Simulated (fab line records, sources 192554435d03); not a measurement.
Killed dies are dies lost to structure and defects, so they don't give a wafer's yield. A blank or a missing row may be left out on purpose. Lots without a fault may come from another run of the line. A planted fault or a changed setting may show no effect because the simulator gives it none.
Which tool did it? | flow n5_finfet | 24 lots, 72 wafers sampled, at 2 steps of a route of 1938

WHAT THE GAUGES READ, wafer by wafer
N5_ZERO_LAYER_CD_MEAS_11: target cd 2000 nm. Usual: cd_nm 2000.2 nm, standard deviation 1.7.
lot  | measured    | on        | cd_nm (nm)           | flag
L074 | day 1 12:44 | cd_sem-02 | 2000.8 2000.8 2001.8 |
L075 | day 1 18:38 | cd_sem-03 | 2001.9 2002.6 2000.4 |
L076 | day 2 00:46 | cd_sem-01 | 1997.1 1999.9 1999.5 |
L077 | day 2 06:46 | cd_sem-02 | 2002.0 2001.2 1999.4 |
L078 | day 2 12:39 | cd_sem-03 | 1997.9 1995.5 2000.3 |
L079 | day 2 18:54 | cd_sem-01 | 1998.3 2000.3 1999.1 |
L080 | day 3 00:41 | cd_sem-03 | 2000.7 1999.3 2000.3 |
L081 | day 3 06:40 | cd_sem-01 | 1996.6 1995.8 1996.2 |
L082 | day 3 12:40 | cd_sem-01 | 2000.4 1999.0 2000.0 |
L083 | day 3 18:38 | cd_sem-02 | 1999.8 2000.7 1999.1 |
L084 | day 4 00:38 | cd_sem-02 | 2000.6 1999.9 2000.9 |
L085 | day 4 06:38 | cd_sem-01 | 2001.5 1999.5 2000.3 |
L086 | day 4 12:39 | cd_sem-01 | 1997.8 1999.6 2000.4 |
L087 | day 4 18:39 | cd_sem-03 | 2002.2 2003.1 2000.7 |
L088 | day 5 00:38 | cd_sem-02 | 2000.0 1999.6 2002.5 |
L089 | day 5 06:38 | cd_sem-02 | 2002.5 2001.6 2003.1 |
L090 | day 5 12:38 | cd_sem-01 | 1998.4 1999.8 2001.3 |
L091 | day 5 18:38 | cd_sem-01 | 2001.4 2000.2 1996.3 |
L092 | day 6 00:38 | cd_sem-02 | 2002.5 2002.3 2002.4 |
L093 | day 6 06:38 | cd_sem-02 | 1999.9 2000.1 2000.4 |
L094 | day 6 15:35 | cd_sem-02 | 2004.2 2002.7 2002.2 |
L095 | day 6 18:39 | cd_sem-02 | 1999.8 2000.8 1996.9 |
L096 | day 7 00:38 | cd_sem-02 | 1999.3 1997.2 2000.6 |
L097 | day 7 06:44 | cd_sem-02 | 2002.5 2000.9 2001.4 |

N5_WELL_APT_OVL_MEAS_26. Usual: PWELL_OVL 1 nm, standard deviation 6.7.
lot  | measured    | on         | PWELL_OVL (nm) | flag
L074 | day 1 14:48 | overlay-01 | -9 -11 -9      |
L075 | day 1 21:16 | overlay-01 | -12 -14 -5     |
L076 | day 2 02:58 | overlay-02 | 5 8 -1         |
L077 | day 2 08:59 | overlay-02 | -8 1 -9        |
L078 | day 2 14:44 | overlay-02 | 1 8 -1         |
L079 | day 2 21:37 | overlay-01 | -4 -5 -2       |
L080 | day 3 02:49 | overlay-02 | 6 -4 12        |
L081 | day 3 08:59 | overlay-02 | -1 6 9         |
L082 | day 3 15:45 | overlay-02 | 2 -1 0         |
L083 | day 3 22:28 | overlay-01 | 10 -1 10       |
L084 | day 4 02:47 | overlay-01 | 3 5 2          |
L085 | day 4 08:46 | overlay-01 | -3 7 -1        |
L086 | day 4 14:45 | overlay-02 | 8 1 2          |
L087 | day 4 21:50 | overlay-01 | -2 0 -7        |
L088 | day 5 03:17 | overlay-01 | -7 -1 -4       |
L089 | day 5 08:57 | overlay-02 | 4 -5 4         |
L090 | day 5 14:56 | overlay-02 | 17 -3 -4       |
L091 | day 5 20:43 | overlay-01 | -5 8 9         |
L092 | day 6 02:52 | overlay-01 | 2 -5 -3        |
L093 | day 6 09:01 | overlay-02 | -6 -4 -6       |
L094 | day 6 17:42 | overlay-02 | 6 3 2          |
L095 | day 6 20:44 | overlay-01 | -3 2 4         |
L096 | day 7 02:43 | overlay-02 | -2 10 -1       |
L097 | day 7 08:52 | overlay-01 | -4 12 14       |

WHICH TOOL RAN EACH LOT (tool, then ch and the chambers of the sampled wafers, then the start)
The record holds no process step before these readings.

WHAT THE TOOLS THEMSELVES READ (means of the sampled wafers that have a number; where no wafer has one, the mark that the record gives instead)
The record holds no such reading with a usual standard deviation.

THE ANSWER, worked out from the rows above alone
Rule: a lot is off if the mean of its wafers that have a number lies more than 3 standard deviations from the usual mean. A lot without any number at a reading at which 4 lots or more have one is off too. The other lots that the step has rows for count as sound. The gauges are gone through in route order, then the tools' own readings, and for those a lot's mean is taken as printed above. The first step at which some lot is off is used, and at that step the reading that is off furthest; a lot without a number counts as furthest.
No lot is off at any reading shown: from this, nothing can be told.

WHAT THE SIMULATOR HAD PUT IN
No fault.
